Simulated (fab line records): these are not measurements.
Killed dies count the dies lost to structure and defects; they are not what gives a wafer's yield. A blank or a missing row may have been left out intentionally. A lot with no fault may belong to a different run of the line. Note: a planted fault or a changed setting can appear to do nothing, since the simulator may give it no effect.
A lot that was struck, set against a sound lot / flow nand_harc / 15 out of 1302 route steps
Sound: these wafers, L313.2, L313.4, L313.5. Struck: wafer L335.5. (L335.4, L335.6 of the same lot were not struck and are left out.) The cause comes at the end.
Per side, at each step with rows, come the tool, then ch with its chambers, and then its first start. Under that, the readings that differ: sound wafers / struck wafers / difference of the means / sigmas: that difference in standard deviations of wafers without a fault.
alike: words and numbers the same on both sides, and readings whose means are apart by under 2 such deviations; not compared: readings that were withheld, readings missing a value for some wafer, numbers with overlapping values and no deviation given by the record, and bounds like >300 which may hide the same value.
Wherever a step has rows on one side only, a row that says differs or no value, or a row with sigmas, the two part there. Numbers that have no deviation but don't overlap get no sigmas and don't part them. Lack of a reading on every wafer of one side parts them only where that side has two or more wafers.

first, 1 step without rows for these wafers: NHARC_A_ONON_D1_DEP_00 (target thk 1000 nm).
NHARC_A_ONON_D1_THK_MEAS_02: measures by ellipsometry.
  sound on film_metro-01 at day 7 22:13; struck on film_metro-01 at day 17 00:51
reading=thk_nm (nm); sound=996 996 997; struck=1022; difference=+26; sigmas=+3
then, 1 step without rows for these wafers: NHARC_A_ONON_D1_DEP_03 (target thk 1000 nm).
NHARC_A_ONON_D1_THK_MEAS_05: measures by ellipsometry.
  sound on film_metro-02 at day 7 22:47; struck on film_metro-01 at day 17 01:25
  alike: thk_nm
then, 1 step without rows for these wafers: NHARC_A_ONON_D1_DEP_06 (target thk 1000 nm).
NHARC_A_ONON_D1_THK_MEAS_08: measures by ellipsometry.
  sound on film_metro-02 at day 7 23:21; struck on film_metro-01 at day 17 01:58
  alike: thk_nm
then, 1 step without rows for these wafers: NHARC_A_ONON_D1_DEP_09 (target thk 1000 nm).
NHARC_A_ONON_D1_THK_MEAS_11: measures by ellipsometry.
  sound on film_metro-02 at day 7 23:55; struck on film_metro-01 at day 17 02:32
  alike: thk_nm
then, 1 step without rows for these wafers: NHARC_A_ONON_D1_DEP_12 (target thk 1000 nm).
NHARC_A_ONON_D1_THK_MEAS_14: measures by ellipsometry.
  sound on film_metro-02 at day 8 00:29; struck on film_metro-01 at day 17 03:06
reading=thk_nm (nm); sound=989 989 990; struck=1009; difference=+20; sigmas=+2
then, 1 step without rows for these wafers: NHARC_A_ONON_D1_ANNEAL_15 (time 3600 s).
NHARC_A_ONON_D1_DEP_16: target thk 1000 nm.
  sound on pecvd_onon-03 ch 0, day 8 08:41; struck on pecvd_onon-03 ch 0, day 17 12:17
  alike: n2o_flow_sccm, sih4_flow_sccm
NHARC_A_ONON_D1_THK_MEAS_18: measures by ellipsometry.
  sound on film_metro-02 at day 8 09:08; struck on film_metro-02 at day 17 12:37
reading=thk_nm (nm); sound=995 996 995; struck=957; difference=-38; sigmas=-4
then, 1 step without rows for these wafers: NHARC_A_ONON_D1_DEP_19 (target thk 1000 nm).
-- record jumps: 16 days between struck wafers' starts before vs after; left off in module A_ONON_D1, resumes in module END, first step shown is number 1302 of the route --
NHARC_END_SORT_01:
  here the record holds rows for the struck wafers (prober-02 ch 0, day 33 16:24) but none for the sound ones

## WHERE THEY PART
At NHARC_A_ONON_D1_THK_MEAS_02 first; at NHARC_END_SORT_01 last (within this record only).

WHY: the cause the simulator had injected
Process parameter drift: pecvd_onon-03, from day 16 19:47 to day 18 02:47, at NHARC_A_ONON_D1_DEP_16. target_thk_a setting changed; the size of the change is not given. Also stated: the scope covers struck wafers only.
